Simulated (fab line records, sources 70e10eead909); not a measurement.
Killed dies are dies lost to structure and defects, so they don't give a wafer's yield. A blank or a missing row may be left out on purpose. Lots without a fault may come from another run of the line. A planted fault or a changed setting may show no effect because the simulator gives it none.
Problem report in the 8D (eight disciplines) form, filled by code | flow nand_harc | the parts of the form that need people (team, actions taken, sign-off) are left out

1. THE PROBLEM
sort_bin_3_pct at NHARC_END_SORT_01 reads a mean of 3.79 % on 3 wafers of 1 lot; wafers without a fault read 0.27 % with a standard deviation of 0.22. That is +16 standard deviations from the usual mean.
First seen on wafer L153.1, day 22 00:13, on prober-02. The record holds 6 wafers of 2 lots with a number at this step. Rule for "out", or "out of limits": more than 4 standard deviations from the usual mean. The other wafers with a number count as sound.

2. WHAT IT IS AND WHAT IT IS NOT
question                    | is                                                                                                              | is not
which readings at this step | sort_bin_3_pct, defect_limited_yield, killed_at_array, killed_dies, sort_bin_2_pct, sort_n_pass, sort_yield_pct | killed_at_other, killed_at_periphery, killed_open
which lots                  | L153                                                                                                            | L157
which wafers of those lots  | all that have a number                                                                                          | -
read on which gauges        | prober-02                                                                                                       | -
when                        | from day 22 00:13                                                                                               | up to then (0 sound wafers); but 3 sound wafers of L157 came after

3. SUSPECTS, AND WHAT RULES EACH OUT
Counting: a tool at a process step up to the reading stays a suspect if it ran every lot that is out and no sound lot after the first of them.
- the gauge at NHARC_END_SORT_01: kept. All the wafers that are out were read on prober-02, and no step on other tools shows them out.
- pvd_sputter-01 at NHARC_A_M0_PVD_21 (deposits Cu, target thk 30 nm, time 20.49 s): kept. It ran the lot that is out, L153 (day 20 08:10), and no sound lot after that.
- rtp_anneal-01 at NHARC_A_BONDPAD_ANNEAL_28 (time 90 s): ruled out as a lasting fault. Sound lots L157 ran on it after its first lot that is out, L153 (day 20 17:18).
Left after counting: pvd_sputter-01 at NHARC_A_M0_PVD_21, prober-02 at NHARC_END_SORT_01.

4. THE CAUSE (what the simulator had put in)
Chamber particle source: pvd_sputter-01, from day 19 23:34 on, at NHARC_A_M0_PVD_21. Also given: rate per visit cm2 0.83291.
Counting left 2 suspects, and this tool is among them.

5. THE CHAIN OF EFFECTS, in route order
Each row: a reading whose mean over the struck wafers that have a number lies more than 3 standard deviations from the usual. Only readings for which the record gives a usual standard deviation are gone through. hours: the time from each lot's start at the first step in this table that gives one to its start at this step, as a median over the lots. sigmas: the change in usual standard deviations.
hours | step              | reading              | usual  | on struck wafers | change | sigmas
0     | NHARC_END_SORT_01 | defect_limited_yield | 95.3 % | 83.1             | -12.2  | -7.6
0     | NHARC_END_SORT_01 | killed_at_array      | 27     | 111              | +84    | +7.0
0     | NHARC_END_SORT_01 | killed_dies          | 32     | 114              | +82    | +7.5
0     | NHARC_END_SORT_01 | sort_bin_2_pct       | 1.5 %  | 6.2              | +4.7   | +7.9
0     | NHARC_END_SORT_01 | sort_bin_3_pct       | 0.27 % | 3.79             | +3.52  | +16
0     | NHARC_END_SORT_01 | sort_bin_4_pct       | 3.0 %  | 6.9              | +3.9   | +3.6
0     | NHARC_END_SORT_01 | sort_n_pass          | 645    | 563              | -82    | -7.5
0     | NHARC_END_SORT_01 | sort_rim_yield_pct   | 95.6 % | 82.4             | -13.2  | -4.9
0     | NHARC_END_SORT_01 | sort_yield_pct       | 95.3 % | 83.1             | -12.2  | -7.6

6. WHAT WOULD HAVE CAUGHT IT SOONER
In this record the first reading out of limits at a measuring or inspecting step was taken at day 22 00:13, 49 hours after the fault began at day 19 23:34.
Of the tool readings at NHARC_A_M0_PVD_21 for which the record gives a usual standard deviation, none was out on any struck wafer, so an alarm limit of 4 standard deviations on them would not have fired.
All the lots that are out (1) had begun NHARC_A_M0_PVD_21 on pvd_sputter-01 by day 22 00:13. A hold on the tool at that time would have spared none of them.
